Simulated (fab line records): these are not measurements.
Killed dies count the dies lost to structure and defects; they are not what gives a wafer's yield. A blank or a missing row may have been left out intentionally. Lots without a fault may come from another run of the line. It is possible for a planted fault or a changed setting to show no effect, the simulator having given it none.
Comparing a struck lot with a sound one ; flow nand-harc ; 19 out of 1159 route steps
Sound: these wafers, L278.1, L278.5, L278.6. Struck: wafers L280.1, L280.5, L280.6. The cause is given at the end.
At each step with rows: each side's tool, then ch and its chambers, then its first start. Under that, the readings that differ: sound wafers ; struck wafers ; difference of the means ; sigmas: that difference in standard deviations of wafers without a fault.
alike: words and numbers the same on both sides, and readings whose means are apart by under 2 such deviations; not compared: readings that were withheld, readings missing a value for some wafer, numbers with overlapping values and no deviation given by the record, and bounds like >300 which may hide the same value.
The two part at a step that has a row with sigmas, a row that says differs or no value, or rows on one side only. Numbers that don't overlap but have no deviation are shown without sigmas and don't part them. A reading missing from all wafers of one side parts the sides only when that side holds two or more wafers.

NHARC_P_ZERO_WELL_CD_MEAS_37 targets a cd of 720 nm.
  sound on cd-sem-01 ch 0, day 3 04:05; struck on cd-sem-02 ch 0, day 3 16:05
  alike: cd-nm
then, 1 step without rows for these wafers: NHARC_P_ZERO_WELL_HARDBAKE_38 (time 80 s).
NHARC_P_ZERO_WELL_DESCUM_39: chemistry O2, time 3 s.
  sound on rie-diel-03 ch 0,1, day 3 04:14; struck on rie-diel-12 ch 2,3, day 3 16:15
  alike: drypump-motor-current-A, oes-product-au, rf-vpp-V, showerhead-plenum-p-Torr, throttle-valve-pct
  not compared: rf-hours-counter-h
then, 9 steps without rows for these wafers: NHARC_P_ZERO_WELL_IMPLANT_40; NHARC_P_ZERO_WELL_IMPLANT_59; NHARC_P_ZERO_WELL_IMPLANT_60; NHARC_P_ZERO_WELL_STRIP_41 (strips in SPM, time 840 s); NHARC_P_ZERO_WELL_DEHYDRATE_44 (time 120 s); NHARC_P_ZERO_WELL_HMDS_45 (time 30 s); NHARC_P_ZERO_WELL_COAT_46; NHARC_P_ZERO_WELL_SOFTBAKE_47 (time 95 s); NHARC_P_ZERO_WELL_EBR_48.
NHARC_P_ZERO_WELL_EXPOSE_49: exposes mask P HVPW, target cd 2000 nm.
  sound on krf-scanner-02 ch 0, day 3 05:34; struck on krf-scanner-03 ch 0, day 3 17:34
reading;sound;struck;difference;sigmas
mask;P_HVPW#0 P_HVPW#0 P_HVPW#0;P_HVPW_R1#0 P_HVPW_R1#0 P_HVPW_R1#0;differs;
then, 2 steps without rows for these wafers: NHARC_P_ZERO_WELL_PEB_50 (peb time 85 s); NHARC_P_ZERO_WELL_DEVELOP_51 (time 70 s).
NHARC_P_ZERO_WELL_CD_MEAS_52 targets a cd of 2000 nm.
  sound on cd-sem-01 ch 0, day 3 05:43; struck on cd-sem-02 ch 0, day 3 17:44
reading;sound;struck;difference;sigmas
cd-nm (nm);2001.8 2001.0 2001.9;1928.4 1926.7 1925.9;-74.6;-57
then, 1 step without rows for these wafers: NHARC_P_ZERO_WELL_HARDBAKE_53 (time 80 s).
NHARC_P_ZERO_WELL_DESCUM_54: chemistry O2, time 3 s.
  sound on rie-diel-03 ch 0,1, day 3 05:53; struck on rie-diel-03 ch 2,3, day 3 17:55
reading;sound;struck;difference;sigmas
model.P_ZERO_WELL.cd-nm (nm);2002 2002 2002;1928 1927 1926;-75;
  alike: drypump-motor-current-A, oes-product-au, rf-vpp-V, showerhead-plenum-p-Torr, throttle-valve-pct
  not compared: rf-hours-counter-h
next, for these wafers, 1 step has no rows: NHARC_P_ZERO_WELL_IMPLANT_55.

== WHERE THEY PART ==
Earliest at NHARC_P_ZERO_WELL_EXPOSE_49; latest, in this record, at NHARC_P_ZERO_WELL_CD_MEAS_52. Later steps at which nothing parts them and some readings are alike: NHARC_P_ZERO_WELL_DESCUM_54.

WHY: whatever the simulator had introduced
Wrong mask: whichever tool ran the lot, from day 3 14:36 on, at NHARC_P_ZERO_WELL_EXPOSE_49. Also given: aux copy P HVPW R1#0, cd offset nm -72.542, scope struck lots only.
